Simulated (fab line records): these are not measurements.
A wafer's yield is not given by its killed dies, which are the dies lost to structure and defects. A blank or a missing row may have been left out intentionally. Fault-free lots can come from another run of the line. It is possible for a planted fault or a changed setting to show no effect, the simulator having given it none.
fab line records | flow n5-finfet
record: lots: 7 | wafers: 18 | last-day: 20
route steps=1938 shown MOL_CONTACT_COAG@567 PASSIVATION@1936
lots that met no fault: taken from a fault-free run of the same line
start-h: hours from the record's first day to the start of the lot's first wafer shown | wait-h: how many hours have passed since the lot's step before this one | " repeats the value in the row above | L1.1+2: a single row standing in for several wafers | - value missing, or start not given | * or withheld: withheld | < > ~ a bound
route shown NAME@n: a module of which the file shows steps, and the number in the route of the first | usual: mean and standard deviation over wafers with no fault | same: alike in all rows | chamber/n: place in a boat | sites: each site's reading | _std_site: the values' standard deviation | _edge_site: outer sites' mean less inner sites' | radius-mm: how far each site lies from the wafer's centre | mask NAME#n: copy n | behind: the tool/chamber that last shaped the wafer | hold: why the lot went on hold/how many hours it stayed there/how the hold came to an end | device: the transistor (n, p or np) that didn't switch | end of line: tests run on the same wafers once the route is complete | where a step has no rows: the recipe by itself | killed: dies that structure and defects cost at the first sort, which is not the same as the wafer's yield | map: shows each die of a wafer: x if killed, . if not, _ if none is there
set.NAME: the setting as run; set.NAME@STEP: as run at that earlier step | model.NAME: the simulator's own value behind a step, which no gauge read
lots at selected steps of the route; one table per step, one row per wafer
services: from which hour (start-h, from the record's first day; less than 0 if before it) a tool's chamber was out of use, for how many hours, and why
== steps ==
step: N5_MOL_CONTACT_COAG_COAT_78
recipe: resist: CAR-EUV | spin-rpm: 1500 | resist-thk-nm: 40
step: N5_MOL_CONTACT_COAG_EBR_80
recipe: solvent: PGMEA | ebr-width-mm: 1.5
step: N5_MOL_CONTACT_COAG_SOFTBAKE_79
recipe: temp-c: 110 | time-s: 60 | resist: CAR-EUV
step: N5_MOL_CONTACT_COAG_EXPOSE_81
recipe: mask-id: VG | na: 0.33 | source-shape: annular | sigma-inner: 0.3 | sigma-outer: 0.7 | polarization: unpolarized | defocus-nm: 0 | dose-mj: 59.5
step: N5_MOL_CONTACT_COAG_PEB_82
recipe: peb-temp-c: 100 | peb-time-s: 60 | resist: CAR-EUV
step: N5_MOL_CONTACT_COAG_DEVELOP_83
recipe: develop-time-s: 30 | developer: TMAH | resist: CAR-EUV | rinse-liquid: surfactant-rinse | dry: air-spin | dev-temp-c: 23
step: N5_MOL_CONTACT_COAG_CD_MEAS_84
recipe: target-cd-nm: 25.1 | landing-energy-ev: 500 | detector: se-inlens | polarity: opening
usual: cd-nm: 25.09/0.26
lot.wafer | tool      | chamber | start-h | wait-h | cd-nm
L737.3    | cd-sem-02 | 0       | 131.59  | -      | 25.57
L737.4    | "         | 0       | "       | "      | 24.98
L737.5    | "         | 0       | "       | "      | 25.25
L738.3    | cd-sem-02 | 0       | 135.38  | -      | 24.84
L738.4    | "         | 0       | "       | "      | 25.02
L738.6    | "         | 0       | "       | "      | 24.94
L740.1    | cd-sem-02 | 0       | 156.11  | -      | 24.54
L740.2    | "         | 0       | "       | "      | 25.01
L740.4    | "         | 0       | "       | "      | 24.75
L744.1    | cd-sem-02 | 0       | 187.02  | -      | 25.56
L744.4    | "         | 0       | "       | "      | 25.06
L744.5    | "         | 0       | "       | "      | 25.12
L750.1    | cd-sem-01 | 0       | 215.76  | -      | 24.76
L750.6    | "         | 0       | "       | "      | 24.98
L751.1    | cd-sem-02 | 0       | 226.05  | -      | 25.20
L751.2    | "         | 0       | "       | "      | 25.04
L753.2    | cd-sem-03 | 0       | 234.97  | -      | 24.95
L753.3    | "         | 0       | "       | "      | 24.73
step: N5_MOL_CONTACT_COAG_OVL_MEAS_85
recipe: points-per-wafer: 522
usual: VG_OVL: 0.1/0.7
lot.wafer | tool       | chamber | start-h | wait-h | VG_OVL[nm]
L737.3    | overlay-01 | 0       | 142.69  | 11.1   | -1.3
L737.4    | "          | 0       | "       | "      | 0.3
L737.5    | "          | 0       | "       | "      | -0.3
L738.3    | overlay-01 | 0       | 143.03  | 7.7    | 1.3
L738.4    | "          | 0       | "       | "      | 1.3
L738.6    | "          | 0       | "       | "      | 0.3
L740.1    | overlay-01 | 0       | 156.14  | 0.0    | 0.0
L740.2    | "          | 0       | "       | "      | -0.5
L740.4    | "          | 0       | "       | "      | -1.1
L744.1    | overlay-02 | 0       | 187.05  | 0.0    | 0.6
L744.4    | "          | 0       | "       | "      | -0.9
L744.5    | "          | 0       | "       | "      | 0.2
L750.1    | overlay-01 | 0       | 215.79  | 0.0    | 0.2
L750.6    | "          | 0       | "       | "      | -0.1
L751.1    | overlay-02 | 0       | 226.08  | 0.0    | 0.0
L751.2    | "          | 0       | "       | "      | -0.5
L753.2    | overlay-01 | 0       | 235.01  | 0.0    | 0.6
L753.3    | "          | 0       | "       | "      | 1.1
step: N5_MOL_CONTACT_COAG_INSPECT_57
recipe: mode: adi | inspect-instrument: brightfield
usual: raw-defect-count: 211/58
lot.wafer | tool              | chamber | start-h | wait-h | raw-defect-count
L737.3    | defect-inspect-02 | -       | 142.74  | 0.0    | 186
L737.4    | "                 | -       | "       | "      | 175
L737.5    | "                 | -       | "       | "      | 268
L738.3    | defect-inspect-02 | -       | 143.09  | 0.1    | 146
L738.4    | "                 | -       | "       | "      | 170
L738.6    | "                 | -       | "       | "      | 163
L740.1    | defect-inspect-02 | -       | 156.20  | 0.1    | 165
L740.2    | "                 | -       | "       | "      | 137
L740.4    | "                 | -       | "       | "      | 182
L744.1    | defect-inspect-01 | -       | 187.11  | 0.1    | 260
L744.4    | "                 | -       | "       | "      | 171
L744.5    | "                 | -       | "       | "      | 163
L750.1    | defect-inspect-01 | -       | 215.85  | 0.1    | 211
L750.6    | "                 | -       | "       | "      | 241
L751.1    | defect-inspect-02 | -       | 226.14  | 0.1    | 183
L751.2    | "                 | -       | "       | "      | 189
L753.2    | defect-inspect-02 | -       | 235.06  | 0.0    | 227
L753.3    | "                 | -       | "       | "      | 159
step: N5_MOL_CONTACT_COAG_DESCUM_88
recipe: chemistry: O2 | time-s: 7 | source-power-w: 50 | bias-power-w: 20 | pressure-mtorr: 20 | rf-frequency-hz: 2.712e+07 | temp-c: 40 | resist: CAR-EUV | o2-flow-sccm: 225
usual: drypump-motor-current-A: 5.8/0.39 | o2-flow-sccm: 225.0/0.58 | oes-product-au: 0.74/0.064 | rf-vpp-V: 243.5/1.1 | showerhead-plenum-p-Torr: 2.11/0.04 | throttle-valve-pct: 20.37/0.12
lot.wafer | tool        | chamber | start-h | wait-h | drypump-motor-current-A | o2-flow-sccm | oes-product-au | rf-hours-counter-h | rf-vpp-V | showerhead-plenum-p-Torr | throttle-valve-pct
L737.3    | rie-diel-05 | 3       | 143.05  | 0.3    | 5.5                     | 224.4        | 0.75           | 154                | 243.8    | 2.17                     | 20.29
L737.4    | "           | 0       | "       | "      | 6.1                     | 225.2        | 0.76           | 114                | 243.6    | 2.10                     | 20.43
L737.5    | "           | 0       | "       | "      | 6.1                     | 225.3        | 0.76           | -                  | 243.5    | 2.10                     | 20.42
L738.3    | rie-diel-05 | 2       | 145.51  | 2.4    | 5.7                     | 224.3        | 0.74           | 185                | 243.9    | 2.09                     | 20.26
L738.4    | "           | 3       | "       | "      | 5.5                     | 225.6        | 0.76           | 155                | 244.7    | 2.17                     | 20.28
L738.6    | "           | 3       | "       | "      | 5.5                     | 225.5        | 0.75           | -                  | 243.7    | 2.18                     | 20.28
L740.1    | rie-diel-04 | 2       | 156.34  | 0.1    | 6.2                     | 224.9        | 0.76           | 173                | 242.4    | 2.09                     | 20.43
L740.2    | "           | 3       | "       | "      | 5.3                     | 224.6        | 0.69           | 204                | 245.4    | 2.15                     | 20.49
L740.4    | "           | 3       | "       | "      | 5.4                     | 224.6        | 0.68           | -                  | 243.4    | 2.15                     | 20.50
L744.1    | rie-diel-05 | 3       | 187.16  | 0.0    | 5.5                     | 225.8        | 0.74           | 170                | 246.1    | 2.17                     | 20.30
L744.4    | "           | 2       | "       | "      | 5.7                     | 225.5        | 0.73           | 200                | 243.2    | 2.08                     | 20.28
L744.5    | "           | 1       | "       | "      | 6.3                     | 225.7        | 0.86           | -                  | 242.1    | 2.05                     | 20.16
L750.1    | rie-diel-05 | 1       | 215.88  | 0.0    | 6.3                     | 224.9        | 0.84           | 56                 | 240.7    | 2.04                     | 20.16
L750.6    | "           | 0       | "       | "      | 6.1                     | 225.0        | 0.74           | -                  | 243.4    | 2.09                     | 20.47
L751.1    | rie-diel-04 | 1       | 226.17  | 0.0    | 5.3                     | 225.3        | 0.69           | 226                | 244.8    | 2.14                     | 20.35
L751.2    | "           | 2       | "       | "      | 6.3                     | 224.0        | 0.72           | 201                | 243.6    | 2.08                     | 20.47
L753.2    | rie-diel-04 | 0       | 235.11  | 0.1    | 6.0                     | 225.1        | 0.66           | 246                | 242.1    | 2.06                     | 20.33
L753.3    | "           | 1       | "       | "      | 5.3                     | 225.7        | 0.69           | 229                | 243.4    | 2.14                     | 20.37
step: N5_MOL_CONTACT_COAG_ETCH_89
recipe: chemistry: N2/H2 | target: underlayer | target-depth-a: 130 | mask-material: CAR-EUV | time-s: 10.4 | ion-energy-ev: 200 | pressure-mtorr: 30 | source-w: 840 | bias-w: 150 | n2-flow-sccm: 200 | h2-flow-sccm: 200 | ends: cleared
usual: drypump-motor-current-A: 5.8/0.39 | etch-rf-on-time-s: 10.38/0.11 | h2-flow-sccm: 200.0/0.59 | oes-product-au: 0.63/0.053 | rf-vpp-V: 524.5/1.7 | showerhead-plenum-p-Torr: 2.56/0.054 | throttle-valve-pct: 17.81/0.17
lot.wafer | tool        | chamber | start-h | wait-h | drypump-motor-current-A | etch-rf-on-time-s | h2-flow-sccm | oes-product-au | rf-hours-counter-h | rf-vpp-V | showerhead-plenum-p-Torr | throttle-valve-pct
L737.3    | rie-diel-05 | 3       | 143.09  | 0.0    | 5.5                     | 10.50             | 200.4        | 0.65           | 154                | 527.5    | 2.65                     | 17.76
L737.4    | "           | 0       | "       | "      | 6.1                     | 10.27             | 200.2        | 0.66           | 114                | 523.8    | 2.56                     | 17.82
L737.5    | "           | 0       | "       | "      | 6.1                     | 10.28             | 200.4        | 0.66           | -                  | 525.6    | 2.56                     | 17.82
L738.3    | rie-diel-05 | 2       | 145.55  | 0.0    | 5.7                     | 10.19             | 199.7        | 0.64           | 185                | 522.9    | 2.53                     | 17.64
L738.4    | "           | 3       | "       | "      | 5.5                     | 10.35             | 199.7        | 0.65           | 155                | 526.3    | 2.65                     | 17.77
L738.6    | "           | 3       | "       | "      | 5.5                     | 10.36             | 200.0        | 0.64           | -                  | 527.9    | 2.65                     | 17.77
L740.1    | rie-diel-04 | 2       | 156.37  | 0.0    | 6.3                     | 10.33             | 200.1        | 0.64           | 173                | 523.7    | 2.53                     | 17.80
L740.2    | "           | 3       | "       | "      | 5.4                     | 10.53             | 199.1        | 0.58           | 204                | 526.0    | 2.62                     | 18.05
L740.4    | "           | 3       | "       | "      | 5.4                     | 10.54             | 200.7        | 0.58           | -                  | 526.6    | 2.62                     | 18.02
L744.1    | rie-diel-05 | 3       | 187.19  | 0.0    | 5.5                     | 10.48             | 199.3        | 0.63           | 170                | 527.1    | 2.64                     | 17.82
L744.4    | "           | 2       | "       | "      | 5.7                     | 10.37             | 199.5        | 0.62           | 200                | 521.5    | 2.52                     | 17.67
L744.5    | "           | 1       | "       | "      | 6.3                     | 10.41             | 199.3        | 0.73           | -                  | 522.1    | 2.48                     | 17.45
L750.1    | rie-diel-05 | 1       | 215.92  | 0.0    | 6.3                     | 10.41             | 200.3        | 0.72           | 56                 | 520.4    | 2.48                     | 17.46
L750.6    | "           | 0       | "       | "      | 6.1                     | 10.41             | 198.7        | 0.63           | -                  | 524.6    | 2.54                     | 17.88
L751.1    | rie-diel-04 | 1       | 226.21  | 0.0    | 5.3                     | 10.42             | 199.2        | 0.59           | 226                | 525.0    | 2.62                     | 17.86
L751.2    | "           | 2       | "       | "      | 6.2                     | 10.37             | 200.2        | 0.63           | 201                | 524.4    | 2.52                     | 17.85
L753.2    | rie-diel-04 | 0       | 235.15  | 0.0    | 6.0                     | 10.41             | 199.7        | 0.57           | 246                | 523.2    | 2.51                     | 17.86
L753.3    | "           | 1       | "       | "      | 5.3                     | 10.37             | 199.4        | 0.59           | 229                | 525.2    | 2.62                     | 17.87
step: N5_MOL_CONTACT_COAG_ETCH_90
recipe: chemistry: CF4 | target: SiARC | target-depth-a: 130 | mask-material: CAR-EUV | time-s: 21.7 | ion-energy-ev: 80 | pressure-mtorr: 40 | source-w: 545 | bias-w: 36 | Ar_flow_sccm: 100 | cf4-flow-sccm: 100 | ends: cleared
usual: drypump-motor-current-A: 5.8/0.39 | etch-rf-on-time-s: 21.66/0.21 | oes-product-au: 0.63/0.053 | rf-vpp-V: 184.4/0.96 | showerhead-plenum-p-Torr: 2.16/0.043 | throttle-valve-pct: 15.60/0.14
lot.wafer | tool        | chamber | start-h | wait-h | drypump-motor-current-A | etch-rf-on-time-s | oes-product-au | rf-hours-counter-h | rf-vpp-V | showerhead-plenum-p-Torr | throttle-valve-pct
L737.3    | rie-diel-05 | 3       | 143.11  | 0.0    | 5.5                     | 21.69             | 0.65           | 154                | 185.7    | 2.23                     | 15.57
L737.4    | "           | 0       | "       | "      | 6.2                     | 21.46             | 0.66           | 114                | 183.9    | 2.15                     | 15.63
L737.5    | "           | 0       | "       | "      | 6.1                     | 21.33             | 0.65           | -                  | 184.4    | 2.15                     | 15.61
L738.3    | rie-diel-05 | 2       | 145.57  | 0.0    | 5.7                     | 21.74             | 0.63           | 185                | 184.4    | 2.13                     | 15.43
L738.4    | "           | 3       | "       | "      | 5.4                     | 21.73             | 0.64           | 155                | 184.8    | 2.23                     | 15.57
L738.6    | "           | 3       | "       | "      | 5.5                     | 21.70             | 0.64           | -                  | 184.5    | 2.23                     | 15.56
L740.1    | rie-diel-04 | 2       | 156.39  | 0.0    | 6.2                     | 21.45             | 0.64           | 173                | 183.9    | 2.13                     | 15.61
L740.2    | "           | 3       | "       | "      | 5.3                     | 21.77             | 0.59           | 205                | 185.8    | 2.22                     | 15.79
L740.4    | "           | 3       | "       | "      | 5.3                     | 21.77             | 0.59           | -                  | 184.5    | 2.22                     | 15.80
L744.1    | rie-diel-05 | 3       | 187.21  | 0.0    | 5.5                     | 21.83             | 0.63           | 170                | 185.3    | 2.22                     | 15.59
L744.4    | "           | 2       | "       | "      | 5.7                     | 21.66             | 0.62           | 200                | 183.7    | 2.13                     | 15.48
L744.5    | "           | 1       | "       | "      | 6.3                     | 21.69             | 0.74           | -                  | 184.2    | 2.10                     | 15.32
L750.1    | rie-diel-05 | 1       | 215.94  | 0.0    | 6.3                     | 21.58             | 0.72           | 56                 | 183.1    | 2.09                     | 15.35
L750.6    | "           | 0       | "       | "      | 6.1                     | 21.86             | 0.62           | -                  | 183.9    | 2.14                     | 15.67
L751.1    | rie-diel-04 | 1       | 226.23  | 0.0    | 5.3                     | 21.84             | 0.58           | 226                | 184.7    | 2.20                     | 15.64
L751.2    | "           | 2       | "       | "      | 6.2                     | 21.56             | 0.62           | 201                | 183.3    | 2.12                     | 15.66
L753.2    | rie-diel-04 | 0       | 235.17  | 0.0    | 6.0                     | 21.87             | 0.57           | 246                | 183.4    | 2.11                     | 15.61
L753.3    | "           | 1       | "       | "      | 5.4                     | 21.91             | 0.58           | 229                | 184.8    | 2.20                     | 15.63
step: N5_MOL_CONTACT_COAG_ALD_131
recipe: material: SiO2 | target-thk-a: 50 | temp-c: 100 | ald-precursor-family: BDEAS | ald-co-reactant: O2-plasma | pulse-time-s: 1 | co-reactant-pulse-time-s: 1 | purge-time-s: 2 | co-reactant-purge-time-s: 2 | ald-cycles: 35 | pressure-torr: 2
usual: ald-cycles: 35/0 | heater-power-w: 72/8 | precursor-pulse-height-rel: 1.002/0.017
same: co-reactant-purge-time-s: 2
lot.wafer | tool       | chamber | start-h | wait-h | ald-cycles | heater-power-w | precursor-pulse-height-rel | model.SiO2_of_MOL_CONTACT_COAG_ALD_131.thk-nm
L737.3    | ald-sin-04 | 2       | 143.19  | 0.1    | 35         | 70             | 0.997                      | 5
L737.4    | "          | 1       | "       | "      | 35         | 69             | 1.008                      | 5
L737.5    | "          | 0       | "       | "      | 35         | 63             | 0.976                      | 5
L738.3    | ald-sin-02 | 1       | 145.65  | 0.1    | 35         | 88             | 0.995                      | 5
L738.4    | "          | 3       | "       | "      | 35         | 71             | 1.001                      | 5
L738.6    | "          | 3       | "       | "      | 35         | 70             | 0.996                      | 5
L740.1    | ald-sin-02 | 2       | 156.47  | 0.1    | 35         | 60             | 0.987                      | 5
L740.2    | "          | 3       | "       | "      | 35         | 71             | 1.008                      | 5
L740.4    | "          | 1       | "       | "      | 35         | 90             | 1.008                      | 5
L744.1    | ald-sin-01 | 1       | 187.44  | 0.2    | 35         | 68             | 1.026                      | 5
L744.4    | "          | 2       | "       | "      | 35         | 84             | 1.025                      | 5
L744.5    | "          | 1       | "       | "      | 35         | 69             | 1.003                      | 5
L750.1    | ald-sin-04 | 1       | 216.02  | 0.1    | 41         | 71             | 1.014                      | 5.8
L750.6    | "          | 1       | "       | "      | 35         | 69             | 0.984                      | 5
L751.1    | ald-sin-04 | 0       | 226.31  | 0.1    | 41         | 63             | 1.028                      | 5.8
L751.2    | "          | 1       | "       | "      | 41         | 69             | 1.002                      | 5.8
L753.2    | ald-sin-04 | 3       | 235.28  | 0.1    | 41         | 72             | 1.024                      | 5.8
L753.3    | "          | 1       | "       | "      | 35         | 71             | 0.974                      | 5
step: N5_MOL_CONTACT_COAG_ETCHBACK_132
recipe: chemistry: CHF3 | target: SiO2 | target-depth-a: 100 | time-s: 6.7 | ion-energy-ev: 200 | pressure-mtorr: 30 | source-w: 610 | bias-w: 170 | Ar_flow_sccm: 200 | CHF3_flow_sccm: 50
usual: drypump-motor-current-A: 5.8/0.43 | oes-product-au: 0.73/0.055 | rf-vpp-V: 526/4.9 | showerhead-plenum-p-Torr: 2.40/0.046 | throttle-valve-pct: 18.73/0.14
lot.wafer | tool        | chamber | start-h | wait-h | drypump-motor-current-A | oes-product-au | rf-hours-counter-h | rf-vpp-V | showerhead-plenum-p-Torr | throttle-valve-pct
L737.3    | rie-diel-02 | 1       | 143.39  | 0.1    | 5.7                     | 0.74           | 158                | 533      | 2.39                     | 18.86
L737.4    | "           | 0       | "       | "      | 6.2                     | 0.88           | 44                 | 528      | 2.41                     | 18.57
L737.5    | "           | 2       | "       | "      | 4.9                     | 0.76           | -                  | 530      | 2.38                     | 18.93
L738.3    | rie-diel-05 | 0       | 145.90  | 0.2    | 6.1                     | 0.77           | 116                | 522      | 2.40                     | 18.70
L738.4    | "           | 2       | "       | "      | 5.7                     | 0.73           | 185                | 524      | 2.37                     | 18.56
L738.6    | "           | 2       | "       | "      | 5.7                     | 0.74           | -                  | 524      | 2.37                     | 18.56
L740.1    | rie-diel-04 | 2       | 156.74  | 0.2    | 6.2                     | 0.75           | 173                | 527      | 2.37                     | 18.70
L740.2    | "           | 3       | "       | "      | 5.3                     | 0.69           | 205                | 515      | 2.46                     | 18.89
L740.4    | "           | 3       | "       | "      | 5.3                     | 0.69           | -                  | 516      | 2.46                     | 18.89
L744.1    | rie-diel-04 | 0       | 187.62  | 0.1    | 6.0                     | 0.68           | 227                | 523      | 2.35                     | 18.62
L744.4    | "           | 3       | "       | "      | 5.4                     | 0.68           | 219                | 516      | 2.46                     | 18.94
L744.5    | "           | 3       | "       | "      | 5.3                     | 0.68           | -                  | 515      | 2.46                     | 18.91
L750.1    | rie-diel-02 | 0       | 216.23  | 0.1    | 6.2                     | 0.84           | 72                 | 529      | 2.40                     | 18.62
L750.6    | "           | 3       | "       | "      | 5.8                     | 0.69           | -                  | 531      | 2.44                     | 18.88
L751.1    | rie-diel-04 | 2       | 226.48  | 0.1    | 6.2                     | 0.74           | 201                | 524      | 2.36                     | 18.72
L751.2    | "           | 3       | "       | "      | 5.3                     | 0.67           | 234                | 516      | 2.45                     | 18.95
L753.2    | rie-diel-04 | 1       | 235.46  | 0.1    | 5.4                     | 0.68           | 229                | 529      | 2.45                     | 18.73
L753.3    | "           | 0       | "       | "      | 6.0                     | 0.67           | 246                | 524      | 2.34                     | 18.66
step: N5_PASSIVATION_PROBE_49
usual: killed_at_M0_to_M3: 37/12 | killed_at_M4_up: 15/5.6 | killed-at-contacts: 13/6.9 | killed-at-front-end: 40/11 | killed-at-other: 4/3.2 | killed-dies: 109/20 | killed-on-rim: 14/4.3 | killed-open: 73/15 | killed-short: 35/8.3
same: gross-dies: 1180 | killed-at-back-side: 0
lot.wafer | tool      | chamber | start-h | wait-h | killed_at_M0_to_M3 | killed_at_M4_up | killed-at-contacts | killed-at-front-end | killed-at-other | killed-dies | killed-on-rim | killed-open | killed-short
L738.3    | prober-02 | -       | 376.44  | 0.1    | 33                 | 17              | 6                  | 30                  | 6               | 92          | 13            | 64          | 24
L738.4    | prober-02 | -       | 376.49  | 0.2    | 33                 | 23              | 29                 | 58                  | 3               | 146         | 19            | 109         | 36
L738.6    | prober-02 | -       | 376.59  | 0.3    | 51                 | 10              | 9                  | 49                  | 3               | 122         | 19            | 86          | 34
L740.1    | prober-01 | -       | 387.53  | 0.0    | 47                 | 6               | 10                 | 30                  | 1               | 94          | 15            | 60          | 34
L740.2    | prober-01 | -       | 387.58  | 0.1    | 35                 | 12              | 19                 | 21                  | 5               | 92          | 11            | 59          | 32
L740.4    | prober-01 | -       | 387.68  | 0.2    | 26                 | 24              | 14                 | 36                  | 2               | 102         | 13            | 79          | 22
L750.1    | prober-01 | -       | 407.70  | 0.1    | 61                 | 13              | 49                 | 40                  | 3               | 166         | 22            | 95          | 45
L751.1    | prober-02 | -       | 435.21  | 0.0    | 18                 | 17              | 33                 | 30                  | 3               | 101         | 8             | 55          | 31
L751.2    | prober-02 | -       | 435.26  | 0.1    | 31                 | 24              | 35                 | 50                  | 0               | 140         | 18            | 96          | 26
L753.2    | prober-02 | -       | 482.37  | 0.1    | 50                 | 12              | 33                 | 42                  | 2               | 139         | 9             | 84          | 38
killed by level:class
L738.3 STI_FIN_REVEAL:geometric-particle:open=10 FIN_SAQP:geometric-particle:short=7 BEOL_M2:geometric-particle:open=6 FIN_SAQP:geometric-particle:open=5 BEOL_M0_SAQP:geometric-particle:open=5 BEOL_M1:geometric-particle:open=5 BEOL_M4:geometric-particle:open=5 MOL_CONTACT_COAG:geometric-particle:open=4
L738.4 FIN_SAQP:geometric-particle:open=20 MOL_CONTACT_COAG:geometric-particle:open=20 STI_FIN_REVEAL:geometric-particle:open=14 FIN_SAQP:geometric-particle:short=9 MOL_CONTACT_COAG:geometric-particle:short=9 BEOL_M2:geometric-particle:open=8 BEOL_M5:geometric-particle:open=7 BEOL_M1:geometric-particle:open=7
L738.6 FIN_SAQP:geometric-particle:open=11 STI_FIN_REVEAL:geometric-particle:open=11 FIN_SAQP:geometric-particle:short=10 BEOL_M0_SAQP:geometric-particle:open=10 BEOL_M2:geometric-particle:open=10 BEOL_M1:geometric-particle:open=9 BEOL_M3:geometric-particle:open=9 MOL_CONTACT_COAG:geometric-particle:open=7
L740.1 BEOL_M0_SAQP:geometric-particle:short=11 BEOL_M0_SAQP:geometric-particle:open=8 BEOL_M3:geometric-particle:open=8 STI_FIN_REVEAL:geometric-particle:open=7 MOL_CONTACT_COAG:geometric-particle:open=7 BEOL_M2:geometric-particle:open=7 BEOL_M3:geometric-particle:short=6 GATE_CUT:geometric-particle:short=5
L740.2 MOL_CONTACT_COAG:geometric-particle:open=15 BEOL_M0_SAQP:geometric-particle:open=9 BEOL_M0_SAQP:geometric-particle:short=8 BEOL_M2:geometric-particle:open=6 BEOL_M3:geometric-particle:open=6 BEOL_M4:geometric-particle:open=6 FIN_SAQP:geometric-particle:short=5 FIN_SAQP:geometric-particle:open=4
L740.4 MOL_CONTACT_COAG:geometric-particle:open=13 STI_FIN_REVEAL:geometric-particle:open=11 BEOL_M4:geometric-particle:open=11 BEOL_M2:geometric-particle:open=9 FIN_SAQP:geometric-particle:open=5 BEOL_M3:geometric-particle:open=5 BEOL_M0_SAQP:geometric-particle:open=4 STARTING-WAFER:geometric-particle:open=4
L750.1 MOL_CONTACT_COAG:area-ald=25 BEOL_M0_SAQP:geometric-particle:short=17 MOL_CONTACT_COAG:geometric-particle:open=16 BEOL_M0:geometric-particle:open=14 FIN_SAQP:geometric-particle:open=10 STI_FIN_REVEAL:geometric-particle:open=8 MOL_CONTACT_COAG:geometric-particle:short=8 BEOL_M3:geometric-particle:open=8
L751.1 MOL_CONTACT_COAG:area-ald=15 MOL_CONTACT_COAG:geometric-particle:open=10 MOL_CONTACT_COAG:geometric-particle:short=8 BEOL_M4:geometric-particle:open=8 FIN_SAQP:geometric-particle:short=6 STI_FIN_REVEAL:geometric-particle:open=6 BEOL_M5:geometric-particle:open=6 FIN_SAQP:geometric-particle:open=5
L751.2 MOL_CONTACT_COAG:area-ald=16 MOL_CONTACT_COAG:geometric-particle:open=15 BEOL_M2:geometric-particle:open=13 BEOL_M4:geometric-particle:open=12 DUMMY_GATE:geometric-particle:open=11 STI_FIN_REVEAL:geometric-particle:open=10 BEOL_M3:geometric-particle:open=9 FIN_SAQP:geometric-particle:short=8
L753.2 MOL_CONTACT_COAG:area-ald=17 MOL_CONTACT_COAG:geometric-particle:open=13 BEOL_M0_SAQP:geometric-particle:open=13 BEOL_M2:geometric-particle:open=12 FIN_SAQP:geometric-particle:open=11 BEOL_M4:geometric-particle:open=7 FIN_SAQP:geometric-particle:short=6 BEOL_M0_SAQP:geometric-particle:short=6
map L750.1 (x killed, . not)
_________________.x.x........________________
______________....xx............_____________
___________..x...xx......x....x....__________
__________....x.x......x.xxxx.xx...._________
________x...........x.x.........x....._______
_______.............x...x...........x..______
______....................x.xx....x....._____
_____....................x..xxx.......x..____
____...............x...x...........x...x..___
___.....x....xx......................x.....__
___............xxx...x.........x..........x__
__.......................xx................._
__....x...........x..................x......_
_..........x.x..x.....x..............x.......
_.......xx.........x...x...x..........x.....x
_..x.......x...x....x.xx......x.x...........x
_.........x.x.......x.......x........x.......
_xx...................x..x..xx.....xx........
_....x.x...........x..................x......
_xx..............x...........x.x.......x..x..
_...........x..x..........xx..x.........x....
__...x.........................x.........x.._
__.x..xx..........................x.......x._
___..x...........x......x..x....x..........__
___.x.......x..x..........x...........x..x.__
____x.xx...x...............x..............___
_____..x.....x......xx..x....x..x..x.....____
______......x.....x...x....x....x......._____
_______..x.....x..x................x...______
________..x...x.x........xx..x......x._______
__________x..x..x...............x..x_________
___________.....................x..__________
______________.....x.xx...xxx..._____________
_________________x....x......________________
map L751.2 (x killed, . not)
_________________..x.....x...________________
______________...............x.._____________
___________....x........x.........x__________
__________x.....x.x...............x._________
________x.......x...x..x..........x..._______
_______............x.....x.........x...______
______....x........x......x...x.......x._____
_____.xx...........x................xx...____
____.......................x..xx..x.......___
___.........x.....x.........x......x.xxx...__
___...................................x....__
__........x..........x....x..x.x............_
__....x...x...........x...................x._
_....x.......xx.x........x...........xx......
_........x..................x.........x......
_.x....x.x........x.......x...x..............
_.............x..........x.......xx....x.....
_...x.............x.x..........xx.xx.........
_................................x...........
_....x.x.....x...x....x.x..........x.x.......
_...x............................x.x...x.....
__....x.....x............x............xx.xx._
__x...............x...................x...x._
___....x...x....x...........x..............__
___..x............x.x.......x...x..........__
____x....x....x..x..........x...x......x..___
_____........................x.......xx.x____
______............x....................._____
_______........................x.......______
________.........x..x................._______
__________......x.....x..x.x..x....._________
___________..xx.x..xx..............__________
______________..........xx....x._____________
_________________x.....x.....________________
== services ==
tool        | chamber | start-h | hours | kind
ald-sin-01  | -       | 119.33  | 4.3   | pm
ald-sin-04  | -       | 133.53  | 6.0   | pm
rie-diel-04 | 1       | 137.43  | 26.9  | repair
rie-diel-04 | -       | 140.31  | 15.6  | pm
ald-sin-01  | -       | 143.33  | 14.6  | pm
rie-diel-02 | -       | 187.57  | 0.5   | repair
rie-diel-05 | 1       | 217.15  | 4.6   | repair
rie-diel-02 | 1       | 217.15  | 5.2   | repair
ald-sin-02  | 2       | 230.18  | -     | calibration
rie-diel-04 | 3       | 230.56  | 7.6   | repair
== key ==
first-sign: step: N5_MOL_CONTACT_COAG_ALD_131 | reading: ald-cycles | direction: up | sigmas: 99+ | usual: * | struck: *
effect: step: N5_PASSIVATION_PROBE_49 | reading: killed-at-contacts | direction: up | sigmas: 3.5 | usual: 13 | struck: 38
model-effect: step: N5_MOL_CONTACT_COAG_ALD_131 | value: SiO2_of_MOL_CONTACT_COAG_ALD_131.thk-nm | without: 5 | struck: 5.8
met-at N5_MOL_CONTACT_COAG_ALD_131
struck-wafers L750.1,L751.1,L751.2,L753.2
tester-left-out L750,L751,L753
onset-between 143.19 216.02
fault: kind: process-parameter-drift | tool: ald-sin-04 | chamber: - | onset-h: 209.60 | steps: N5_MOL_CONTACT_COAG_ALD_131 | channel: ald-cycles | offset: * | shape: step | end-h: 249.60 | scope: struck-wafers-only | acts-in: * | stated: *
tester-left-out: of these lots the tester's yield and bins aren't shown, on N5 and GAA mostly nor the transistor test; their killed dies are dies lost to structure and defects alone, not to doping, threshold or leakage, so they don't give the yield
